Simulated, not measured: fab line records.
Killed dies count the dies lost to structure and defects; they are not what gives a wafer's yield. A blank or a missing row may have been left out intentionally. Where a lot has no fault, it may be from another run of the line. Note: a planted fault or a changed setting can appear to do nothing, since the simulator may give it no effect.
3 desks, one fault -- flow n5-finfet -- only its own numbers are on each desk; what lay behind them is given at the end

DESK OF THE TOOL OWNER: cmp-03
The tool's own readings at N5_ILD0_CMP_12 (polishes SiNx, stops on poly-Si, t overpolish 6 s, target thk 17.67 nm): means of the sampled wafers that have a number, for each lot that ran on this tool. If a lot's mean is further than 4 standard deviations from the usual mean, the lot is out of limits and carries the mark OUT (the distance appears in the brackets).
Columns: A = motor-current-A at N5_ILD0_CMP_12, usual 9.2 A; B = overpolish-run-s at N5_ILD0_CMP_12, usual 6.000 s; C = time-to-endpoint-s at N5_ILD0_CMP_12, usual 28 s
lot,first seen here,A,B,C
L616,day 4 08:13,9.4,5.989,26
L617,day 4 10:44,9.9,6.009,26
L619,day 4 22:34,9.0,5.999,25
L620,day 5 09:02,8.9,6.004,29
L622,day 5 16:25,9.8,5.996,28
L632,day 8 08:17,9.7,6.008,29
L636,day 9 05:27,10.4,5.997,28
This desk's verdict: no lot among the 7 shows anything out of limits.

THE DEFECT DESK
Per lot, the means of the sampled wafers with a number show what the inspections along the route counted. If a lot's mean is further than 4 standard deviations from the usual mean, the lot is out of limits and carries the mark OUT (the distance appears in the brackets).
Columns: A = raw-defect-count at N5_ILD0_INSPECT_06, usual 39
lot,first seen here,A
L616,day 4 08:32,53
L617,day 4 11:01,40
L618,day 4 20:44,69
L619,day 4 22:51,276 (+13) OUT
L620,day 5 09:14,277 (+13) OUT
L622,day 5 16:44,272 (+13) OUT
L630,day 7 21:25,25
L632,day 8 08:37,40
L636,day 9 05:44,59
This desk's verdict: out of limits on L619, L620, L622, starting with L619 at day 4 22:51 (raw-defect-count at N5_ILD0_INSPECT_06). L616, L617, L618, L630, L632, L636 stayed within limits.

AT THE METROLOGY DESK
Means of the sampled wafers that have a number, per lot and without regard to the tool the lot ran on: this is what the gauges read. If a lot's mean is further than 4 standard deviations from the usual mean, the lot is out of limits and carries the mark OUT (the distance appears in the brackets). Shown here are 7 of its 11 readings, the ones lying furthest out on some lot.
Columns: A = thk-nm at N5_ILD0_THK_MEAS_13, usual 17.4 nm; B = DIBL_N at N5_BEOL_M4_RC_MEAS_101, usual 36.0 mV/V; C = DIBL_P at N5_BEOL_M4_RC_MEAS_101, usual 36.2 mV/V; D = IOFF_N at N5_BEOL_M4_RC_MEAS_101, usual 0.16 nA/um; E = SS_N at N5_BEOL_M4_RC_MEAS_101, usual 71.5 mV/dec; F = SS_P at N5_BEOL_M4_RC_MEAS_101, usual 73.4 mV/dec; G = VT_P at N5_BEOL_M4_RC_MEAS_101, usual -250 mV
lot,first seen here,A,B,C,D,E,F,G
L616,day 4 08:31,17.1,37.0,36.7,0.19,72.1,73.6,-247
L617,day 4 10:59,17.6,35.2,37.6,0.16,71.6,73.6,-248
L618,day 4 20:43,15.9,38.0,39.1,0.19,72.5,73.9,-250
L619,day 4 22:50,17.3,39.8,40.2,0.22,72.8,74.8,-249
L620,day 5 09:13,18.3,35.3,35.2,0.13,71.2,72.9,-252
L622,day 5 16:43,18.3,35.7,34.8,0.13,71.4,73.7,-257
L630,day 7 21:23,17.9,36.9,36.4,0.18,71.7,73.6,-252
L632,day 8 08:35,18.4,35.4,36.9,0.17,71.4,73.8,-246
L636,day 9 05:43,17.5,38.1,37.8,0.19,72.0,73.6,-247
This desk's verdict: no lot among the 9 shows anything out of limits.

BROUGHT TOGETHER
The defect desk could have raised an alarm at day 4 22:51, on L619, L620, L622.
Nothing out of limits was seen by the tool owner's desk.
Nothing out of limits was seen by the metrology desk.
On record at the tool owner's desk: L619, L620, L622, within its limits.
The metrology desk has L619, L620, L622 on record, within its limits.
N5_ILD0_CMP_12 was run on cmp-03 by each of the lots named.

WHAT HAD BEEN PUT IN BY THE SIMULATOR
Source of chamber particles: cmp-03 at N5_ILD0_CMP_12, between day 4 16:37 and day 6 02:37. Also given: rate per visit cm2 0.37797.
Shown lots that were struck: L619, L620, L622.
Hours from the fault's start to each desk's first reading out of limits: the defect desk, 6.
